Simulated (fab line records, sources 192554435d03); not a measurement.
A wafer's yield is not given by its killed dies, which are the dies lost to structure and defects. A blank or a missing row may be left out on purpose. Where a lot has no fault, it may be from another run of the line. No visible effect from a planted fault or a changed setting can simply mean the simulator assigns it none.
Struck lot and sound lot, side by side | flow n5-finfet | 22 out of 1938 route steps
Sound: wafers L980.3, L980.4, L980.6. Wafers L977.1, L977.2, L977.3 were the ones struck. The cause is named last.
Order at every step that has rows: each side's tool, ch and its chambers, its first start. Under that, the readings that differ: sound wafers | struck wafers | difference of the means | sigmas: that difference in standard deviations of wafers without a fault.
alike: readings whose means differ by less than 2 such deviations, and words and numbers that are the same on both sides. not compared: withheld readings, readings that some wafer has no value for, bounds like >300 that may hide the same value, and numbers for which the record gives no deviation and whose values overlap.
The two part at a step that has a row with sigmas, a row that says differs or no value, or rows on one side only. Numbers that don't overlap but have no deviation are shown without sigmas and don't part them. A reading missing from all wafers of one side parts the sides only when that side holds two or more wafers.

first, 9 steps without rows for these wafers: N5_GATE_CUT_COAT_27 (time 60 s, resist thk 10 nm); N5_GATE_CUT_COAT_07 (resist thk 30 nm); N5_GATE_CUT_EBR_09; N5_GATE_CUT_SOFTBAKE_08 (time 60 s); N5_GATE_CUT_EXPOSE_10 (exposes mask GATE CUT, target cd 20 nm); N5_GATE_CUT_PEB_11 (peb time 60 s); N5_GATE_CUT_DEVELOP_12 (develop time 30 s); N5_GATE_CUT_DESCUM_18 (chemistry O2, time 7 s); N5_GATE_CUT_ETCH_28 (etches underlayer in N2/H2, target depth 13 nm, time 10.4 s).
N5_GATE_CUT_ETCH_36: etches SiARC in CF4, target depth 13 nm, time 21.7 s.
  sound on rie-diel-04 ch 0,2,3, day 8 12:29; struck on rie-diel-02 ch 0,2,3, day 7 21:49
  no value came back on the struck wafers for any of 9 readings (bias-w (W), cf4-flow-sccm (sccm) and others); on the sound wafers bias-w (W) reads 36.06 36.01 36.10
  reading                                       | sound     | struck         | difference | sigmas
  model.CAR-EUV_of_GATE_CUT_COAT_07.thk-nm (nm) | 6.8 7 6.8 | 14.6 14.6 14.6 | +7.7       |
  not compared: rf-hours-counter-h
N5_GATE_CUT_ETCH_37: etches SOC in N2/H2, target depth 60 nm, overetch 12 nm, time 90 s.
  sound on rie-diel-04 ch 0,2,3, day 8 12:31; struck on rie-diel-02 ch 0,2,3, day 7 21:51
  reading               | sound          | struck         | difference | sigmas
  oes-product-au (a.u.) | 0.75 0.76 0.70 | 0.28 0.37 0.26 | -0.43      | -8
  alike: bias-w, chamber-pressure-mTorr, drypump-motor-current-A, rf-vpp-V, showerhead-plenum-p-Torr, throttle-valve-pct
  not compared: rf-hours-counter-h
then, 2 steps without rows for these wafers: N5_GATE_CUT_STRIP_38 (strips in N2/H2); N5_GATE_CUT_STRIP_39 (strips in N2/H2).
N5_GATE_CUT_HM_OPEN_40: chemistry C4F6/O2, target SiO2, target depth 139 nm, time 85.1 s.
  sound on rie-diel-04 ch 0,2,3, day 8 12:35; struck on rie-diel-02 ch 0,2,3, day 7 21:56
  reading               | sound             | struck            | difference                    | sigmas
  bias-w (W)            | 185.2 185.3 185.9 | - - -             | no value on the struck wafers |
  etch-rf-on-time-s (s) | 93.9 91.8 93.3    | 212.8 212.7 212.7 | +119.7                        | +57
  oes-product-au (a.u.) | 0.76 0.78 0.72    | 0.29 0.36 0.26    | -0.45                         | -8
  alike: C4F6_flow_sccm, drypump-motor-current-A, mfc-ar-sccm, rf-vpp-V, showerhead-plenum-p-Torr, throttle-valve-pct
  not compared: rf-hours-counter-h
then, 2 steps without rows for these wafers: N5_GATE_CUT_STRIP_41 (strips in CF4); N5_GATE_CUT_STRIP_42 (strips in O2).
N5_GATE_CUT_ETCH_19: etches SiNx in CH3F/O2, target depth 53.7 nm, time 76.7 s.
  sound on rie-diel-04 ch 0,2,3, day 8 12:43; struck on rie-diel-02 ch 0,2,3, day 7 22:03
  reading               | sound             | struck            | difference                    | sigmas
  bias-w (W)            | 73.34 73.10 73.10 | - - -             | no value on the struck wafers |
  etch-rf-on-time-s (s) | 76.3 75.3 75.6    | 191.8 191.8 191.8 | +116.1                        | +97
  oes-product-au (a.u.) | 0.72 0.73 0.68    | 0.28 0.36 0.26    | -0.41                         | -8
  alike: CH3F_flow_sccm, O2_flow_sccm, drypump-motor-current-A, mfc-ar-sccm, rf-vpp-V, showerhead-plenum-p-Torr, throttle-valve-pct
  not compared: rf-hours-counter-h
N5_GATE_CUT_CUT_ETCH_53: etches W in SF6/Cl2, target depth 79.2 nm.
  sound on rie-metal-02 ch 0,1, day 8 12:50; struck on rie-metal-01 ch 1, day 7 22:10
  reading                | sound             | struck            | difference | sigmas
  etch-rf-on-time-s (s)  | 25.7 26.6 26.0    | 34.3 34.3 34.3    | +8.2       | +17
  oes-product-au (a.u.)  | 0.83 0.61 0.83    | 0.27 0.27 0.27    | -0.49      | -4
  throttle-valve-pct (%) | 29.08 28.65 29.09 | 27.24 27.24 27.26 | -1.69      | -8
  alike: SF6_flow_sccm, bias-w, drypump-motor-current-A, he-backside-leak-sccm
  not compared: rf-hours-counter-h
N5_GATE_CUT_CUT_ETCH_54: etches TiN in Cl2/BCl3, target depth 96.7 nm.
  sound on rie-metal-02 ch 0,1, day 8 12:54; struck on rie-metal-01 ch 1, day 7 22:17
  reading                | sound             | struck            | difference | sigmas
  etch-rf-on-time-s (s)  | 36.2 37.3 36.0    | 47.9 47.9 47.9    | +11.4      | +18
  oes-product-au (a.u.)  | 0.82 0.60 0.83    | 0.27 0.27 0.26    | -0.48      | -4
  throttle-valve-pct (%) | 22.19 22.02 22.19 | 22.49 22.50 22.50 | +0.36      | +2
  alike: bcl3-flow-sccm, bias-w, drypump-motor-current-A, he-backside-leak-sccm, mfc-ar-sccm
  not compared: rf-hours-counter-h
N5_GATE_CUT_CUT_ETCH_55: etches HfO2 in BCl3, target depth 3.2 nm.
  sound on rie-metal-02 ch 0,1, day 8 12:57; struck on rie-metal-01 ch 1, day 7 22:24
  reading                     | sound          | struck         | difference | sigmas
  drypump-motor-current-A (A) | 5.63 6.29 5.61 | 6.41 6.41 6.42 | +0.57      | +2
  oes-product-au (a.u.)       | 0.92 0.67 0.92 | 0.26 0.27 0.27 | -0.57      | -4
  alike: bcl3-flow-sccm, bias-w, he-backside-leak-sccm, throttle-valve-pct
  not compared: rf-hours-counter-h
N5_BEOL_M4_RC_MEAS_101:
  the record has rows for the sound wafers here (prober-01 ch 0, day 12 21:48) and none for the struck ones
-- the record jumps here: 8 days lie between the struck wafers' starts before and after (it left off in module BEOL_M4 and takes up again in module PASSIVATION, whose first step shown is number 1936 of the route) --
N5_PASSIVATION_PROBE_49:
  sound on prober-02, day 17 11:13; struck on prober-02, day 15 15:24
  reading             | sound    | struck         | difference | sigmas
  killed-at-front-end | 48 36 27 | 1124 1141 1116 | +1090      | +84
  killed-dies         | 98 95 74 | 1180 1180 1180 | +1091      | +55
  killed-on-rim       | 19 13 10 | 152 152 152    | +138       | +34
  alike: killed_at_M0_to_M3, killed_at_M4_up, killed-at-contacts, killed-at-other, killed-open, killed-short

WHERE THEY PART
Earliest at N5_GATE_CUT_ETCH_36; latest, in this record, at N5_PASSIVATION_PROBE_49.

WHY: what the simulator had put in
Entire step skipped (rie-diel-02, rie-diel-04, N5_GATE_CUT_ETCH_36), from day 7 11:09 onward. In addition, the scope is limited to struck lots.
